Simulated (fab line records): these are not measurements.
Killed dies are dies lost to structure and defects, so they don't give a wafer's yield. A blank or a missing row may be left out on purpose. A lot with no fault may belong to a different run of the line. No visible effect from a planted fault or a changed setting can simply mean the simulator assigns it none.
Split-lot experiment    flow n5-finfet    7 lots, 21 wafers read, on a route of 1938 steps

== ABOUT THE SPLIT ==
At N5_BEOL_M15_SPUTTER_44 (material Ta, target thk 15 nm, time 24.19 s), the setting power-w was moved away from the recipe's 15000 W on 8 of the 21 wafers read, by -7.5% to +17.6%. This setting was run at the recipe's value on the other wafers.

The reading comes from the split's own step.

== THE READING ==
Ta_of_BEOL_M15_SPUTTER_44.thk-nm (the simulator's own value, which no gauge read), in nm, at N5_BEOL_M15_SPUTTER_44 (material Ta, target thk 15 nm, time 24.19 s). The file gives no usual value for it. Average 15.0 nm, standard deviation 0.19 nm, over the 13 wafers here run with the recipe.

wafer   tool, chamber at the split  power-w as run, W  against the recipe  Ta_of_BEOL_M15_SPUTTER_44.thk-nm, nm  against lot-mates on the recipe
L076.1  pvd-sputter-01, -           13880              -7.5%               13.8                                  -0.9
L076.2  pvd-sputter-01, -           15000              recipe              14.6                                  -
L076.5  pvd-sputter-01, -           15000              recipe              14.8                                  -
L077.4  pvd-sputter-03, -           16240              +8.3%               16.6                                  +1.4
L077.5  pvd-sputter-03, -           15000              recipe              15.2                                  -
L077.6  pvd-sputter-03, -           16240              +8.3%               16.4                                  +1.2
L082.1  pvd-sputter-02, -           15000              recipe              15.2                                  -
L082.2  pvd-sputter-02, -           15000              recipe              15.2                                  -
L082.5  pvd-sputter-02, -           15000              recipe              15.2                                  -
L084.2  pvd-sputter-01, -           15000              recipe              14.8                                  -
L084.5  pvd-sputter-01, -           15000              recipe              14.8                                  -
L084.6  pvd-sputter-01, -           15000              recipe              14.8                                  -
L089.1  pvd-sputter-03, -           17640              +17.6%              17.6                                  +2.6
L089.4  pvd-sputter-03, -           17640              +17.6%              17.8                                  +2.8
L089.6  pvd-sputter-03, -           15000              recipe              15                                    -
L093.2  pvd-sputter-03, -           15000              recipe              15                                    -
L093.4  pvd-sputter-03, -           15000              recipe              15                                    -
L093.5  pvd-sputter-03, -           15000              recipe              15                                    -
L094.1  pvd-sputter-02, -           16480              +9.9%               16.6                                  no lot-mate on the recipe
L094.4  pvd-sputter-02, -           16480              +9.9%               16.6                                  no lot-mate on the recipe
L094.2  pvd-sputter-02, -           16480              +9.9%               16.4                                  no lot-mate on the recipe

THE FIT
A straight line over all 21 wafers: Ta_of_BEOL_M15_SPUTTER_44.thk-nm changes by +0.159 nm for each +1% of power-w; r = +0.99; the points scatter about the line by 0.18 nm.
The same after taking each lot's own level away (the mean of its wafers on the recipe; 18 wafers): +0.15 nm for each +1%; r = +1.00; scatter 0.083 nm.
According to that fit, moving power-w by its largest amount changes the reading by 2.6 nm.
The lots' own levels span 14.70 to 15.20 nm, that is 2.6 times the standard deviation above.
The two slopes are in agreement: the lot-to-lot level therefore moves the slope only a little.
Check: for one of the wafers moved furthest among these (+17.6%), held out of the fit, the line's prediction against its lot-mates is +2.72 nm. It came out at +2.6 nm against them.

== THESE WAFERS: OTHER SPLITS ==
Note: prior to the reading, these wafers also went through further splits. Each is held against what the fit with the lots' levels taken away leaves over:
other split on the same wafers  wafers away from the commonest value  r with Ta_of_BEOL_M15_SPUTTER_44.thk-nm (lot level and that fit taken away)
N5_BEOL_M11_EXPOSE_08 dose-mj   6                                     -0.16
N5_BEOL_M11_CURE_72 time-s      11                                    +0.63
N5_BEOL_M13_EXPOSE_07 dose-mj   3                                     +0.43
N5_BEOL_M13_DESCUM_15 time-s    12                                    -0.09
N5_BEOL_M14_COAT_22 spin-rpm    9                                     -0.07
N5_BEOL_M14_ETCH_68 time-s      5                                     +0.17
N5_BEOL_M14_SPUTTER_44 time-s   8                                     -0.06

== THE FILE'S OWN FIT ==
Ta_of_BEOL_M15_SPUTTER_44.thk-nm changes by +0.15 nm for each +1% of power-w, r = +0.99.
